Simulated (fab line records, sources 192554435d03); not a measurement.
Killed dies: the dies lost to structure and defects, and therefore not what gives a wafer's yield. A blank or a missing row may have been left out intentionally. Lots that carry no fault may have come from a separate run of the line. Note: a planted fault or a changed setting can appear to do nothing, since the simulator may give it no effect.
Lot-split experiment | flow n5-finfet | 7 lots, 39 wafers read, on a route of 1938 steps

== SPLIT DETAILS ==
At N5_BEOL_M7_ILD_DEP_00 (deposits SiCOH lowk from DEMS/porogen, target thk 179.75 nm, time 33.4 s), the setting time-s was moved away from the recipe's 33.4 s on 18 of the 39 wafers read, by -58.1% to +37.7%. The other wafers ran this setting at the recipe's value.

== THE PATH FROM SPLIT TO READING: the file shows 1 step between them ==
- N5_BEOL_M7_CURE_74: cures SiCOH lowk, time 240 s

== THE READING ==
M7_ILD_THK, in nm, at N5_BEOL_M7_THK_MEAS_01. A value of 155.0 nm with a standard deviation of 2.2 nm is what fault-free wafers of this fab line usually give.

wafer  | tool, chamber at the split | time-s as run, s | against the recipe | M7_ILD_THK, nm | against lot-mates on the recipe
L079.1 | pecvd-01, 1                | 25.05            | -25.0%             | 115.8          | -39.0
L079.2 | pecvd-01, 0                | 33.4             | recipe             | 152.3          | -
L079.3 | pecvd-01, 0                | 33.4             | recipe             | 154.6          | -
L079.4 | pecvd-01, 1                | 25.05            | -25.0%             | 116.7          | -38.1
L079.5 | pecvd-01, 0                | 25.05            | -25.0%             | 115.6          | -39.2
L079.6 | pecvd-01, 1                | 33.4             | recipe             | 157.5          | -
L084.1 | pecvd-03, 2                | 33.4             | recipe             | 151.2          | -
L084.2 | pecvd-03, 1                | 33.4             | recipe             | 155.6          | -
L084.3 | pecvd-03, 0                | 22.5             | -32.6%             | 103.6          | -50.3
L084.4 | pecvd-03, 1                | 22.5             | -32.6%             | 108.4          | -45.5
L084.5 | pecvd-03, 0                | 33.4             | recipe             | 154.8          | -
L084.6 | pecvd-03, 2                | 22.5             | -32.6%             | 106.0          | -47.9
L085.1 | pecvd-03, 0                | 45.11            | +35.1%             | 208.0          | +52.1
L085.2 | pecvd-03, 1                | 45.11            | +35.1%             | 209.5          | +53.6
L085.3 | pecvd-03, 2                | 33.4             | recipe             | 152.8          | -
L085.4 | pecvd-03, 2                | 45.11            | +35.1%             | 208.0          | +52.1
L085.5 | pecvd-03, 1                | 33.4             | recipe             | 158.7          | -
L085.6 | pecvd-03, 0                | 33.4             | recipe             | 156.2          | -
L092.1 | pecvd-03, 2                | 33.4             | recipe             | 151.7          | -
L092.2 | pecvd-03, 1,2              | 25.33            | -24.2%             | 117.3          | -35.0
L092.3 | pecvd-03, 0                | 33.4             | recipe             | 152.2          | -
L092.4 | pecvd-03, 1                | 25.33            | -24.2%             | 119.3          | -33.0
L092.5 | pecvd-03, 1,2              | 25.33            | -24.2%             | 117.6          | -34.7
L092.6 | pecvd-03, 0                | 33.4             | recipe             | 153.1          | -
L094.1 | pecvd-01, 1                | 13.99            | -58.1%             | 68.8           | -87.8
L094.2 | pecvd-01, 0                | 13.99            | -58.1%             | 65.7           | -90.9
L094.3 | pecvd-01, 2                | 33.4             | recipe             | 156.1          | -
L094.4 | pecvd-01, 2                | 33.4             | recipe             | 157.0          | -
L094.5 | pecvd-01, 1                | 13.99            | -58.1%             | 70.7           | -85.9
L094.6 | pecvd-01, 0                | 33.4             | recipe             | 156.8          | -
L095.1 | pecvd-02, 1                | 46               | +37.7%             | 209.9          | +55.7
L095.2 | pecvd-02, 2                | 33.4             | recipe             | 151.4          | -
L095.3 | pecvd-02, 0                | 33.4             | recipe             | 156.1          | -
L095.4 | pecvd-02, 1                | 33.4             | recipe             | 155.0          | -
L095.5 | pecvd-02, 2                | 46               | +37.7%             | 211.3          | +57.1
L095.6 | pecvd-02, 0                | 46               | +37.7%             | 215.2          | +61.0
L097.1 | pecvd-01, 0                | 33.4             | recipe             | 153.6          | -
L097.2 | pecvd-01, 2                | 33.4             | recipe             | 153.6          | -
L097.5 | pecvd-01, 1                | 33.4             | recipe             | 157.7          | -
Where a row lists several chambers, the file gives one row for several wafers and doesn't say which wafer went through which chamber.

THE FIT
A straight line over all 39 wafers: M7_ILD_THK changes by +1.51 nm for each +1% of time-s; r = +1.00; the points scatter about the line by 2.1 nm.
The same after taking each lot's own level away (the mean of its wafers on the recipe; 39 wafers): +1.51 nm for each +1%; r = +1.00; scatter 1.9 nm.
On that fit, the largest move of time-s shifts the reading by 88 nm.
The lots' own levels span 152.33 to 156.63 nm, that is 2.0 times the standard deviation above.
The two slopes are in agreement: the lot-to-lot level therefore moves the slope only a little.
Check: for one of the wafers moved furthest among these (-58.1%), held out of the fit, the line's prediction against its lot-mates is -87.4 nm. It came out at -87.8 nm against them.

== THESE WAFERS: OTHER SPLITS ==
Before the reading, these wafers also passed through other splits. Each is held against what the fit with the lots' levels taken away leaves over:
other split on the same wafers   | wafers away from the commonest value | r with M7_ILD_THK (lot level and that fit taken away)
N5_BEOL_M1_PECVD_72 time-s       | 15                                   | -0.15
N5_BEOL_M5_TRENCH_ETCH_37 time-s | 12                                   | +0.13

== THE WHOLE CHAIN: every reading that the file lists as answering this split, in the file's order ==
step                   | what it does                                                             | reading                                                                                  | change (the file's fit)              | r (the file's)
N5_BEOL_M7_ILD_DEP_00  | deposits SiCOH lowk from DEMS/porogen, target thk 179.75 nm, time 33.4 s | SiCOH_lowk_of_BEOL_M7_ILD_DEP_00.thk-nm (the simulator's own value, which no gauge read) | +1.73 nm for each +1% of the setting | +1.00
N5_BEOL_M7_CURE_74     | cures SiCOH lowk, time 240 s                                             | SiCOH_lowk_of_BEOL_M7_ILD_DEP_00.thk-nm (the simulator's own value, which no gauge read) | +1.51 nm for each +1% of the setting | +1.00
N5_BEOL_M7_THK_MEAS_01 |                                                                          | M7_ILD_THK                                                                               | +1.51 for each +1% of the setting    | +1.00

== THE FILE'S OWN FIT ==
M7_ILD_THK changes by +1.51 nm for each +1% of time-s, r = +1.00.
